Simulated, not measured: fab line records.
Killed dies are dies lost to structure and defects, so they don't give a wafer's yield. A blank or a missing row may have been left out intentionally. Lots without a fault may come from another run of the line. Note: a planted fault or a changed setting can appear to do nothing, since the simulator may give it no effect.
fab line records	flow n5Finfet
record lots=9	wafers=27	lastDay=16
route steps=1938 shown ZERO_LAYER@17 WELL_APT@21 BEOL_M4@1111
lots that met no fault: from a run of the same line without faults
startH: start of the lot's first displayed wafer, in hours after the record's first day	waitH: time in hours since the lot's previous step	" identical to the entry in the row above	L1.1+2: a single row standing in for several wafers	- no value, or no start given	* or withheld: withheld	< > ~ a bound
route shown NAME@n: NAME is a module with steps in the file, n the number in the route of the first one	usual: mean/standard deviation taken from wafers without a fault	same: alike in all rows	chamber/n: place in a boat	sites: the reading at each site	_std_site: their standard deviation	_edge_site: the outer-site mean with the inner-site mean subtracted	radiusMm: how far each site lies from the wafer's centre	mask NAME#n: copy n	behind: the most recent tool/chamber to have shaped the wafer	hold: the reason the lot was held/the length of the hold in hours/how it ended	device: the transistor (n, p or np) that didn't switch	end of line: at the end of the route, the tests of the same wafers	a step given without rows: its recipe and nothing more	killed: at the first sort, the dies lost to defects and structure; wafer yield is something else	map: a wafer's dies, marking killed ones x, the rest . and places with no die _
set.NAME: the setting the step ran with; set.NAME@STEP: the setting that earlier step ran with	model.NAME: the simulator's own value behind a step, which no gauge read
a sample of lots followed through the steps of the route, with each step as a table and each wafer as a row
services: from which hour (startH, from the record's first day; less than 0 if before it) a tool's chamber was out of use, for how many hours, and why
## steps
# step N5_ZERO_LAYER_STRIP_24
# recipe chemistry=O2	powerW=1000	tempC=250	overashFraction=0.3	pressureMtorr=1000	o2FlowSccm=6750
# usual chamberPressureMTorr=999.9/0.91	drypumpMotorCurrentA=5.5/0.43	heaterPowerW=319/37	oesProductAu=0.648/0.0047	stripTimeToEndpointS=43.84/0.081
lot.wafer	tool	chamber	startH	waitH	chamberPressureMTorr	drypumpMotorCurrentA	heaterPowerW	oesProductAu	rfHoursCounterH	stripTimeToEndpointS
L780.4	plasmaAsher-01	0	13.06	0.1	998.2	5.4	368	0.651	-	43.79
L780.5	"	0	"	"	999.2	5.4	362	0.648	-	43.71
L780.6	"	1	"	"	999.7	6.2	314	0.642	-	43.84
L784.3	plasmaAsher-01	0	37.13	0.3	1000.7	5.4	373	0.653	-	43.75
L784.4	"	1	"	"	1000.5	6.2	322	0.650	-	43.89
L784.5	"	1	"	"	999.9	6.2	312	0.643	-	43.72
L785.1	plasmaAsher-02	0	43.05	0.1	999.5	5.3	307	0.643	77	43.89
L785.4	"	0	"	"	1000.0	5.3	315	0.653	-	43.94
L785.6	"	1	"	"	1000.2	5.1	271	0.649	-	43.92
L786.1	plasmaAsher-01	0	48.89	0.1	1001.7	5.4	370	0.646	34	43.66
L786.3	"	1	"	"	999.4	6.2	315	0.644	-	43.74
L786.4	"	0	"	"	999.4	5.4	370	0.645	-	43.65
L788.1	plasmaAsher-01	1	61.02	0.1	997.9	6.2	318	0.650	36	43.74
L788.4	"	0	"	"	1001.0	5.4	360	0.651	-	43.84
L788.6	"	0	"	"	1001.3	5.4	368	0.643	-	43.72
L789.2	plasmaAsher-02	1	67.02	0.1	1000.4	5.1	275	0.649	81	43.93
L789.4	"	1	"	"	999.2	5.1	276	0.652	-	44.00
L789.5	"	0	"	"	1000.2	5.2	310	0.658	-	43.94
L791.2	plasmaAsher-02	1	79.02	0.1	1000.6	5.1	261	0.645	83	43.90
L791.4	"	0	"	"	999.5	5.3	319	0.642	-	43.96
L791.6	"	1	"	"	1000.8	5.1	275	0.644	-	43.89
L792.4	plasmaAsher-01	0	84.95	0.1	998.0	5.3	372	0.651	-	43.79
L792.5	"	0	"	"	1000.3	5.4	375	0.650	-	43.84
L792.6	"	1	"	"	999.2	6.2	316	0.654	-	43.88
L796.2	plasmaAsher-01	1	110.21	0.1	1000.3	6.2	314	0.648	45	43.86
L796.3	"	0	"	"	998.8	5.4	366	0.648	-	43.98
L796.4	"	1	"	"	1001.4	6.2	319	0.643	-	43.90
# step N5_WELL_APT_COAT_02
# recipe spinRpm=1357	resistThkNm=950
# usual dispensePressureKPa=45.6/2.7	spinSpeedRpm=1356.9/0.87
lot.wafer	tool	chamber	startH	waitH	dispensePressureKPa	spinSpeedRpm
L780.4	lithoTrack-04	0	13.44	-	47.6	1357.9
L780.5	"	0	"	"	47.6	1357.1
L780.6	"	0	"	"	47.6	1355.9
L784.3	lithoTrack-03	0	37.51	-	43.0	1355.4
L784.4	"	0	"	"	43.0	1355.7
L784.5	"	0	"	"	42.9	1357.4
L785.1	lithoTrack-03	0	43.45	-	43.0	1358.4
L785.4	"	0	"	"	42.9	1356.2
L785.6	"	0	"	"	43.0	1357.2
L786.1	lithoTrack-04	0	49.29	-	47.6	1357.2
L786.3	"	0	"	"	47.6	1356.4
L786.4	"	0	"	"	47.6	1356.7
L788.1	lithoTrack-04	0	61.62	-	47.6	1403.8
L788.4	"	0	"	"	47.6	1401.7
L788.6	"	0	"	"	47.6	1403.2
L789.2	lithoTrack-01	0	67.41	-	48.9	1355.5
L789.4	"	0	"	"	49.0	1356.7
L789.5	"	0	"	"	49.0	1358.1
L791.2	lithoTrack-04	0	79.42	-	47.6	1402.7
L791.4	"	0	"	"	47.6	1401.4
L791.6	"	0	"	"	47.5	1402.5
L792.4	lithoTrack-03	0	85.33	-	43.0	1356.6
L792.5	"	0	"	"	43.0	1357.5
L792.6	"	0	"	"	43.0	1356.9
L796.2	lithoTrack-03	0	110.86	-	43.0	1359.2
L796.3	"	0	"	"	43.0	1355.5
L796.4	"	0	"	"	43.0	1357.1
# step N5_WELL_APT_DESCUM_13
# recipe chemistry=O2	timeS=7.9	sourcePowerW=50	biasPowerW=20	pressureMtorr=20	rfFrequencyHz=2.712e+07	tempC=40	o2FlowSccm=225
# usual chamberPressureMTorr=19.998/0.017	drypumpMotorCurrentA=5.5/0.33	oesProductAu=0.77/0.065	rfVppV=244.1/1.2	showerheadPlenumPTorr=2.15/0.065	throttleValvePct=20.48/0.18
# same timeS=7.9
lot.wafer	tool	chamber	startH	waitH	chamberPressureMTorr	drypumpMotorCurrentA	oesProductAu	rfHoursCounterH	rfVppV	showerheadPlenumPTorr	throttleValvePct
L780.4	rieDiel-02	3	13.92	0.0	20.024	5.9	0.80	86	243.9	2.12	20.48
L780.5	"	1	"	"	19.994	5.7	0.73	-	244.6	2.20	20.61
L780.6	"	2	"	"	20.004	5.4	0.75	-	244.2	2.20	20.59
L784.3	rieDiel-06	0	37.99	0.0	19.978	5.2	0.83	80	243.6	2.20	20.51
L784.4	"	3	"	"	20.008	5.6	0.71	231	241.5	2.06	20.69
L784.5	"	0	"	"	20.012	5.2	0.83	-	244.9	2.20	20.51
L785.1	rieDiel-06	2	43.93	0.0	20.011	4.9	0.78	125	245.5	2.19	20.09
L785.4	"	0	"	"	20.000	5.2	0.82	82	245.6	2.20	20.51
L785.6	"	0	"	"	19.985	5.2	0.82	-	246.7	2.20	20.51
L786.1	rieDiel-06	1	50.69	1.0	19.974	5.6	0.75	168	244.0	2.20	20.38
L786.3	"	2	"	"	20.022	4.9	0.78	128	243.8	2.19	20.08
L786.4	"	3	"	"	19.978	5.6	0.71	236	243.3	2.06	20.70
L788.1	rieDiel-01	2	62.10	0.0	19.984	4.8	0.75	154	243.8	2.08	20.35
L788.4	"	0	"	"	19.998	5.6	0.72	190	245.1	2.16	20.17
L788.6	"	0	"	"	19.994	5.6	0.73	-	244.0	2.16	20.14
L789.2	rieDiel-01	0	68.01	0.1	20.013	5.6	0.72	191	244.1	2.16	20.15
L789.4	"	2	"	"	20.003	4.8	0.75	155	242.7	2.08	20.35
L789.5	"	2	"	"	19.991	4.8	0.76	-	243.3	2.08	20.35
L791.2	rieDiel-06	1	79.77	0.0	20.002	5.6	0.74	175	243.6	2.19	20.38
L791.4	"	2	"	"	19.976	4.9	0.77	136	244.2	2.18	20.13
L791.6	"	3	"	"	19.973	5.6	0.70	-	242.5	2.05	20.73
L792.4	rieDiel-06	1	85.69	0.0	20.020	5.6	0.74	178	246.2	2.19	20.40
L792.5	"	3	"	"	20.009	5.6	0.70	-	242.4	2.05	20.71
L792.6	"	0	"	"	19.973	5.2	0.80	-	246.8	2.20	20.53
L796.2	rieDiel-02	2	111.34	0.0	20.010	5.5	0.72	190	243.7	2.19	20.64
L796.3	"	3	"	"	19.985	5.9	0.78	110	243.4	2.11	20.51
L796.4	"	0	"	"	19.996	5.2	0.97	5	244.6	2.24	20.35
# step N5_WELL_APT_OVL_MEAS_26
# recipe pointsPerWafer=44
# usual PWELL_OVL=3/4.8
lot.wafer	tool	chamber	startH	waitH	PWELL_OVL[nm]
L780.4	overlay-02	0	15.00	0.0	5
L780.5	"	0	"	"	7
L780.6	"	0	"	"	3
L784.3	overlay-01	0	39.05	0.0	-2
L784.4	"	0	"	"	4
L784.5	"	0	"	"	0
L785.1	overlay-02	0	45.12	0.0	4
L785.4	"	0	"	"	7
L785.6	"	0	"	"	5
L786.1	overlay-02	0	51.87	0.0	9
L786.3	"	0	"	"	2
L786.4	"	0	"	"	3
L788.1	overlay-02	0	63.29	0.0	2
L788.4	"	0	"	"	8
L788.6	"	0	"	"	5
L789.2	overlay-01	0	69.07	0.0	6
L789.4	"	0	"	"	4
L789.5	"	0	"	"	7
L791.2	overlay-02	0	80.84	0.0	5
L791.4	"	0	"	"	3
L791.6	"	0	"	"	4
L792.4	overlay-01	0	86.77	0.0	1
L792.5	"	0	"	"	-2
L792.6	"	0	"	"	-1
L796.2	overlay-02	0	112.52	0.0	4
L796.3	"	0	"	"	1
L796.4	"	0	"	"	4
# step N5_BEOL_M4_RC_MEAS_101
# usual DIBL_N=36.1/1.6	DIBL_P=36.6/1.9	IOFF_N=0.160/0.026	IOFF_P=0.210/0.028	ION_N=677/10	ION_P=464/6.9	SS_N=71.4/0.56	SS_P=73.3/0.61	VT_N=249.1/2.6	VT_P=-250/3.3
lot.wafer	tool	chamber	startH	waitH	DIBL_N[mV/V]	DIBL_P[mV/V]	IOFF_N[nA/um]	IOFF_P[nA/um]	ION_N[uA/um]	ION_P[uA/um]	SS_N[mV/dec]	SS_P[mV/dec]	VT_N[mV]	VT_P[mV]
L780.4	prober-01	0	167.43	0.5	36.5	35.3	0.142	0.179	670	466	71.4	73.5	250.7	-255
L780.5	"	0	"	"	38.0	38.2	0.173	0.216	682	468	71.7	74.4	249.5	-250
L780.6	"	0	"	"	36.2	35.1	0.145	0.173	679	460	71.7	73.0	250.8	-255
L784.3	prober-02	0	207.55	0.3	35.6	36.2	0.157	0.204	668	458	71.2	73.5	250.6	-252
L784.4	"	0	"	"	34.9	35.3	0.144	0.190	678	466	70.7	73.0	251.0	-250
L784.5	"	0	"	"	33.4	33.9	0.128	0.175	662	460	71.4	72.2	250.9	-254
L785.1	prober-02	0	212.09	0.0	36.4	37.0	0.143	0.221	673	474	71.0	73.9	252.4	-248
L785.4	"	0	"	"	36.0	36.6	0.149	0.216	683	469	70.9	72.8	248.6	-252
L785.6	"	0	"	"	35.3	35.7	0.133	0.206	667	469	70.8	72.8	250.6	-251
L786.1	prober-01	0	215.79	0.0	38.0	38.7	0.172	0.209	681	461	71.2	73.9	251.7	-252
L786.3	"	0	"	"	37.6	38.7	0.176	0.210	683	456	71.5	74.3	246.0	-253
L786.4	"	0	"	"	38.1	38.3	0.159	0.192	679	459	71.7	73.7	251.9	-253
L789.2	prober-01	0	235.68	0.2	37.0	36.2	0.134	0.190	681	463	71.4	73.1	250.9	-253
L789.4	"	0	"	"	37.7	36.5	0.139	0.178	664	456	71.0	72.9	251.3	-252
L789.5	"	0	"	"	36.6	34.9	0.134	0.172	663	460	70.8	73.1	252.4	-254
L791.2	prober-01	0	245.19	0.2	34.5	34.8	0.138	0.187	673	457	71.6	72.6	252.1	-252
L791.4	"	0	"	"	32.2	32.1	0.107	0.150	652	452	71.3	71.9	256.7	-256
L791.6	"	0	"	"	34.1	34.1	0.135	0.178	665	456	71.8	72.5	251.7	-252
L788.1	prober-01	0	248.10	0.0	33.8	35.6	0.144	0.198	680	462	70.4	72.0	250.6	-247
L788.4	"	0	"	"	36.5	38.3	0.198	0.240	682	465	71.9	73.4	247.1	-248
L788.6	"	0	"	"	33.9	35.4	0.141	0.193	673	463	71.2	72.9	251.9	-249
L792.4	prober-02	0	258.82	0.5	37.9	37.7	0.183	0.200	669	446	72.2	74.2	247.5	-254
L792.5	"	0	"	"	38.8	39.6	0.205	0.236	692	464	71.5	74.3	244.7	-250
L792.6	"	0	"	"	35.5	34.0	0.139	0.154	666	448	70.5	72.4	249.5	-258
L796.2	prober-02	0	278.07	0.2	35.7	37.0	0.149	0.207	682	465	71.2	73.2	250.4	-249
L796.3	"	0	"	"	37.8	38.9	0.185	0.232	696	469	72.4	73.8	248.4	-251
L796.4	"	0	"	"	38.2	39.6	0.199	0.245	685	464	72.2	73.9	245.7	-247
## services
tool	chamber	startH	hours	kind
rieDiel-01	1	-5.09	7.7	repair
lithoTrack-03	-	16.28	-	consumableReplace:filter
rieDiel-02	3	16.98	16.7	repair
plasmaAsher-02	-	20.77	16.5	repair
rieDiel-02	-	38.00	14.6	pm
rieDiel-01	-	39.39	0.6	repair
rieDiel-06	-	58.20	0.8	repair
rieDiel-01	1	81.67	5.2	repair
rieDiel-02	0	81.85	-	clean
rieDiel-02	0	81.85	-	consumableReplace:focusRing
rieDiel-02	0	81.85	-	consumableReplace:showerhead
rieDiel-02	0	81.85	16.1	scheduledDown
rieDiel-02	0	81.85	16.1	ventCycle
rieDiel-02	2	82.00	6.6	repair
rieDiel-01	-	85.27	0.6	repair
rieDiel-06	3	86.01	8.5	repair
rieDiel-02	1	87.60	7.7	repair
rieDiel-02	1	101.25	2.7	repair
rieDiel-06	3	105.77	-	clean
rieDiel-06	3	105.77	-	consumableReplace:focusRing
rieDiel-06	3	105.77	17.6	scheduledDown
rieDiel-06	3	105.77	17.6	ventCycle
## key
firstSign step=N5_WELL_APT_COAT_02	reading=spinSpeedRpm	direction=up	sigmas=52	usual=*	struck=*
effect none on later readings
metAt N5_WELL_APT_COAT_02
struckLots L788,L791
notActingAt N5_ZERO_LAYER_STRIP_24,N5_WELL_APT_DESCUM_13,N5_WELL_APT_OVL_MEAS_26
onsetBetween 49.29 61.62
fault kind=processParameterDrift	tool=lithoTrack-04	chamber=-	onsetH=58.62	steps=N5_WELL_APT_COAT_02	channel=spinRpm	offset=*	shape=step	endH=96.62	actsIn=*	stated=*
